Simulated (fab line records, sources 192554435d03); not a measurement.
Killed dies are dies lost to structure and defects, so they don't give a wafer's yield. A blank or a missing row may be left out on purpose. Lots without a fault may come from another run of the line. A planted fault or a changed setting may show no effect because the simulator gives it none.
Split-lot experiment | flow n5_finfet | 7 lots, 21 wafers read, on a route of 1938 steps

THE SPLIT
At N5_BEOL_M11_TRENCH_ETCH_37 (etches SiCOH lowk in C4F6/O2, target depth 148.83 nm, time 48 s), the setting bias_w was moved away from the recipe's 185 W on 8 of the 21 wafers read, by -6.2% to +17.3%. The other wafers ran this setting at the recipe's value.

The reading is taken at the split's own step.

THE READING
rf_vpp_V, in V, at N5_BEOL_M11_TRENCH_ETCH_37 (etches SiCOH lowk in C4F6/O2, target depth 148.83 nm, time 48 s). Fault-free wafers of this fab line usually give 668 V, standard deviation 7.6 V.

wafer  | tool, chamber at the split | bias_w as run, W | against the recipe | rf_vpp_V, V | against lot-mates on the recipe
L076.4 | rie_diel-01, 0             | 210              | +13.5%             | 741         | +71
L076.5 | rie_diel-01, 0             | 185              | recipe             | 670         | -
L076.6 | rie_diel-01, 3             | 210              | +13.5%             | 723         | +53
L079.2 | rie_diel-01, 1             | 197              | +6.5%              | 706         | +34
L079.3 | rie_diel-01, 2             | 197              | +6.5%              | 709         | +37
L079.4 | rie_diel-01, 0             | 185              | recipe             | 672         | -
L080.1 | rie_diel-06, 2             | 173.6            | -6.2%              | 643         | -32
L080.3 | rie_diel-06, 3             | 185              | recipe             | 669         | -
L080.6 | rie_diel-06, 1             | 185              | recipe             | 680         | -
L084.1 | rie_diel-02, 3             | 217              | +17.3%             | 749         | +88
L084.2 | rie_diel-02, 2             | 185              | recipe             | 661         | -
L084.4 | rie_diel-02, 2             | 217              | +17.3%             | 749         | +88
L088.3 | rie_diel-02, 2             | 185              | recipe             | 659         | -
L088.4 | rie_diel-02, 0             | 185              | recipe             | 660         | -
L088.5 | rie_diel-02, 0             | 185              | recipe             | 660         | -
L087.2 | rie_diel-06, 2             | 185              | recipe             | 675         | -
L087.3 | rie_diel-06, 1             | 185              | recipe             | 679         | -
L087.4 | rie_diel-06, 0             | 185              | recipe             | 666         | -
L092.1 | rie_diel-06, 1             | 185              | recipe             | 679         | -
L092.2 | rie_diel-06, 2             | 185              | recipe             | 676         | -
L092.3 | rie_diel-06, 0             | 196.8            | +6.4%              | 700         | +22

THE FIT
A straight line over all 21 wafers: rf_vpp_V changes by +4.63 V for each +1% of bias_w; r = +0.97; the points scatter about the line by 7.3 V.
The same after taking each lot's own level away (the mean of its wafers on the recipe; 21 wafers): +4.92 V for each +1%; r = +0.99; scatter 5 V.
On that fit, the largest move of bias_w shifts the reading by 85 V.
The lots' own levels span 659.7 to 677.5 V, that is 2.3 times the standard deviation above.
So the lot-to-lot level changes the slope little: the two slopes agree.
Check: with one of the wafers moved furthest among these (+17.3%) left out of the fit, the line predicts +83.6 V for it against its lot-mates. It came out at +88 V against them.
Tool readings at the split's step, against how far the setting was moved: rf_vpp_V r = +0.97.

OTHER SPLITS ON THESE WAFERS
These wafers also went through other splits before the reading. Each is held against what the fit with the lots' levels taken away leaves over:
other split on the same wafers | wafers away from the commonest value | r with rf_vpp_V (lot level and that fit taken away)
N5_BEOL_M8_COAT_22 spin_rpm    | 8                                    | -0.15
N5_BEOL_M9_ETCH_61 source_w    | 8                                    | -0.04
N5_BEOL_M9_COAT_64 spin_rpm    | 7                                    | +0.00
N5_BEOL_M10_COAT_59 spin_rpm   | 9                                    | -0.10
N5_BEOL_M10_COAT_60 spin_rpm   | 9                                    | +0.18

THE FILE'S OWN FIT
rf_vpp_V changes by +4.86 V for each +1% of bias_w, r = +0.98.
